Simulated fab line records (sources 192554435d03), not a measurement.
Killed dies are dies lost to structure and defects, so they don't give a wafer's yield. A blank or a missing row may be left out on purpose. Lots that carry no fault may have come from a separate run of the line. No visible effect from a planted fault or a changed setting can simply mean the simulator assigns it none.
A lot that was struck, set against a sound lot ; flow n5 finfet ; 38 steps out of a route of 1938
Sound: these wafers, L749.1, L749.3, L749.4. Struck: wafers L746.2, L746.6. (L746.5 of the same lot was not struck and is left out.) The cause comes at the end.
For every step that has rows: the tool of each side, followed by ch and its chambers, followed by its first start. Under that, the readings that differ: sound wafers ; struck wafers ; difference of the means ; sigmas: that difference in standard deviations of wafers without a fault.
alike: readings with means less than 2 such deviations apart, plus words and numbers identical on both sides. not compared: withheld readings, readings lacking a value on some wafer, bounds such as >300 that could conceal the same value, and numbers that have no deviation in the record and whose values overlap.
A row with sigmas, a row that says differs or no value, or rows on one side alone: a step with any of these is where the two part. When numbers do not overlap yet have no deviation, they are printed without sigmas and do not part them. A reading missing from all wafers of one side parts the sides only when that side holds two or more wafers.

first, 9 steps without rows for these wafers: N5_BEOL_M5_EXPOSE_25 (exposes mask V4, defocus 10 nm); N5_BEOL_M5_PEB_26 (peb time 60 s); N5_BEOL_M5_DEVELOP_27 (develop time 30 s); N5_BEOL_M5_DESCUM_33 (chemistry O2, time 7 s); N5_BEOL_M5_ETCH_75 (etches underlayer in N2/H2, target depth 6.5 nm, time 5.2 s); N5_BEOL_M5_ETCH_67 (etches SiARC in CF4, target depth 15.6 nm, time 26 s); N5_BEOL_M5_ETCH_68 (etches SOC in N2/H2, target depth 80 nm, overetch 16 nm, time 120 s); N5_BEOL_M5_STRIP_69 (strips in N2/H2); N5_BEOL_M5_STRIP_76 (strips in N2/H2).
N5_BEOL_M5_VIA_ETCH_34: etches SiCOH lowk in C4F6/O2, target depth 88.3 nm, time 39.2 s.
  sound on rie diel-01 ch 1,3, day 12 06:26; struck on rie diel-04 ch 2, day 10 21:28
  alike: drypump motor current A, oes product au, rf vpp V, showerhead plenum p Torr, throttle valve pct
  not compared: rf hours counter h
then, 27 steps without rows for these wafers: N5_BEOL_M5_STRIP_85 (strips in C4F6/O2); N5_BEOL_M5_STRIP_36 (strips in N2/H2); N5_BEOL_M5_TRENCH_ETCH_37 (etches SiCOH lowk in C4F6/O2, target depth 71.652 nm, time 24.7 s); N5_BEOL_M5_ETCH_41 (etches SiCN in CH3F/O2, target depth 31.5 nm, time 56.7 s); N5_BEOL_M5_STRIP_91 (strips in N2/H2, time 10 s); N5_BEOL_M5_HM_STRIP_39 (strips TiN in peroxide tin strip, target depth 25 nm, time 158 s); N5_BEOL_M5_SRD_40 (time 30 s); N5_BEOL_M5_PRECLEAN_42 (cleans in residue remover, time 60 s); N5_BEOL_M5_SRD_43 (time 30 s); N5_BEOL_M5_CURE_80 (cures SiCOH lowk, time 120 s); N5_BEOL_M5_DEGAS_44 (time 60 s); N5_BEOL_M5_PRE_CLEAN_45 (time 30 s); N5_BEOL_M5_ALD_86 (deposits TaN, pulse time 2 s, purge time 3 s, co reactant purge time 2 s); N5_BEOL_M5_SURFACE_TREAT_87; N5_BEOL_M5_CVD_47 (deposits Co from CCTBA/H2, target thk 3 nm, time 216 s); N5_BEOL_M5_SPUTTER_48 (material Cu, target thk 15 nm, time 27.62 s); N5_BEOL_M5_ANNEAL_49 (time 1800 s); N5_BEOL_M5_SPUTTER_81 (material Cu, target thk 15 nm, time 27.62 s); N5_BEOL_M5_ANNEAL_82 (time 1800 s); N5_BEOL_M5_SPUTTER_83 (material Cu, target thk 15 nm, time 27.62 s); N5_BEOL_M5_ANNEAL_84 (time 1800 s); N5_BEOL_M5_SPUTTER_88 (material Cu, target thk 15 nm, time 27.62 s); N5_BEOL_M5_ANNEAL_89 (time 1800 s); N5_BEOL_M5_SPUTTER_90 (material Cu, target thk 4.5 nm, time 8.29 s); N5_BEOL_M5_ECD_50 (material Cu, target thk 300 nm); N5_BEOL_M5_ANNEAL_51 (time 90 s); N5_BEOL_M5_CMP_52 (polishes, stops on SiCOH lowk, t overpolish 6.9 s, target thk 62 nm).
-- the record jumps here: 4 days lie between the struck wafers' starts before and after (it left off in module BEOL_M5 and takes up again in module PASSIVATION, whose first step shown is number 1936 of the route) --
N5_PASSIVATION_PROBE_49:
  the record has rows for the struck wafers here (prober-01, day 14 19:32) and none for the sound ones

== WHERE THEY PART ==
At N5_PASSIVATION_PROBE_49 and nowhere else, as far as this record goes.

WHY: the cause the simulator had injected
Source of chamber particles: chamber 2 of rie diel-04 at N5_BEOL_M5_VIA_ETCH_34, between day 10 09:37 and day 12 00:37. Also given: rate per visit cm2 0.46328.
